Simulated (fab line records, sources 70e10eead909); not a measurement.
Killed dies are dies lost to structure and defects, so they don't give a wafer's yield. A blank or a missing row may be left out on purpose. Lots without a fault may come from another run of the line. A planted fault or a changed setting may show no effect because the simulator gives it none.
A struck lot beside a sound one | flow nand_harc | 15 steps out of a route of 1159
Sound: wafers L437.1, L437.2, L437.6. Struck: wafer L449.5. (L449.2 of the same lot was not struck and is left out.) The cause comes at the end.
At each step with rows: each side's tool, then ch and its chambers, then its first start. Under that, the readings that differ: sound wafers | struck wafers | difference of the means | sigmas: that difference in standard deviations of wafers without a fault.
alike: readings whose means differ by less than 2 such deviations, and words and numbers that are the same on both sides. not compared: withheld readings, readings that some wafer has no value for, bounds like >300 that may hide the same value, and numbers for which the record gives no deviation and whose values overlap.
The two part at a step that has a row with sigmas, a row that says differs or no value, or rows on one side only. Numbers that don't overlap but have no deviation are shown without sigmas and don't part them. A reading that every wafer of one side lacks parts them only if that side has two wafers or more.

first, 1 step without rows for these wafers: NHARC_A_CONTACT_ETCH_118 (etches the open film in C4F8/O2/Ar, time 94 s, target depth 922 nm).
NHARC_A_CONTACT_ETCH_119: etches the open film in C4F8/O2/Ar, time 94 s, target depth 922 nm.
  sound on har_cap_etch-03 ch 0,1, day 17 00:52; struck on har_cap_etch-01 ch 0, day 19 20:43
  not compared: rf_hours_counter_h
NHARC_A_CONTACT_ETCH_120: etches the open film in C4F8/O2/Ar, time 94 s, target depth 922 nm.
  sound on har_cap_etch-03 ch 0,1, day 17 00:58; struck on har_cap_etch-01 ch 0, day 19 20:50
  not compared: rf_hours_counter_h
NHARC_A_CONTACT_ETCH_121: etches the open film in C4F8/O2/Ar, time 94 s, target depth 922 nm.
  sound on har_cap_etch-03 ch 0,1, day 17 01:03; struck on har_cap_etch-01 ch 0, day 19 20:57
  not compared: rf_hours_counter_h
then, 3 steps without rows for these wafers: NHARC_A_CONTACT_ETCH_122 (etches the open film in C4F8/O2/Ar, time 95 s, target depth 930 nm); NHARC_A_CONTACT_ETCH_123 (etches the open film in C4F8/O2/Ar, time 253 s, target depth 1090 nm); NHARC_A_CONTACT_ETCH_90 (etches the open film in CH3F/O2, target depth 40 nm, time 85.7 s).
NHARC_A_CONTACT_ETCH_96: etches the open film in C4F6/O2, target depth 20 nm, time 10 s.
  sound on rie_diel-03 ch 0,1,3; struck on rie_diel-03 ch 1
  alike: drypump_motor_current_A, mfc_ar_sccm, oes_product_au, rf_vpp_V, showerhead_plenum_p_Torr, throttle_valve_pct
  not compared: rf_hours_counter_h
NHARC_A_CONTACT_CD_MEAS_53:
  sound on cd_sem-02, day 17 02:05; struck on cd_sem-01, day 19 22:07
  alike: cd_nm
then, 3 steps without rows for these wafers: NHARC_A_CONTACT_STRIP_99 (strips in N2/H2); NHARC_A_CONTACT_STRIP_100 (strips in CF4/CHF3); NHARC_A_CONTACT_STRIP_101 (strips in O2/COS).
NHARC_A_CONTACT_ETCH_102: etches the open film in CF4/O2, target depth 70 nm, overetch 7 nm, time 38.5 s.
  sound on rie_diel-03 ch 1,2,3, day 17 02:31; struck on rie_diel-03 ch 1, day 19 22:25
  reading               | sound             | struck | difference | sigmas
  oes_ar_750_au (a.u.)  | 0.996 1.009 0.994 | 0.990  | -0.010     | -2
  oes_product_au (a.u.) | 0.992 1.007 1.000 | 0.943  | -0.057     | -5
  alike: drypump_motor_current_A, mfc_ar_sccm, oes_f_703_au, rf_vpp_V, showerhead_plenum_p_Torr, throttle_valve_pct
  not compared: rf_hours_counter_h
NHARC_A_CONTACT_STRIP_55: strips in O2.
  sound on rie_diel-03 ch 1,2; struck on rie_diel-03 ch 0
  reading                | sound                | struck | difference | sigmas
  mfc_ar_sccm (sccm)     | 0.042 0.021 0.042    | 0      | +0         | -2
  throttle_valve_pct (%) | 17.029 17.038 17.038 | 17.066 | +0.031     | +3
  alike: drypump_motor_current_A, oes_product_au, rf_vpp_V, showerhead_plenum_p_Torr
  not compared: rf_hours_counter_h
-- the record jumps here: 3 days lie between the struck wafers' starts before and after (it left off in module A_CONTACT and takes up again in module END, whose first step shown is number 1159 of the route) --
NHARC_END_SORT_01:
  the record has rows for the struck wafers here (prober-02 ch 0, day 23 09:39) and none for the sound ones

WHERE THEY PART
First at NHARC_A_CONTACT_ETCH_102; last, within this record, at NHARC_END_SORT_01.

WHY: what the simulator had put in
Process parameter drift: rie_diel-03, from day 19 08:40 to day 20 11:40, at NHARC_A_CONTACT_ETCH_102. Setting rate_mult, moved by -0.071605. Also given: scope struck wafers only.
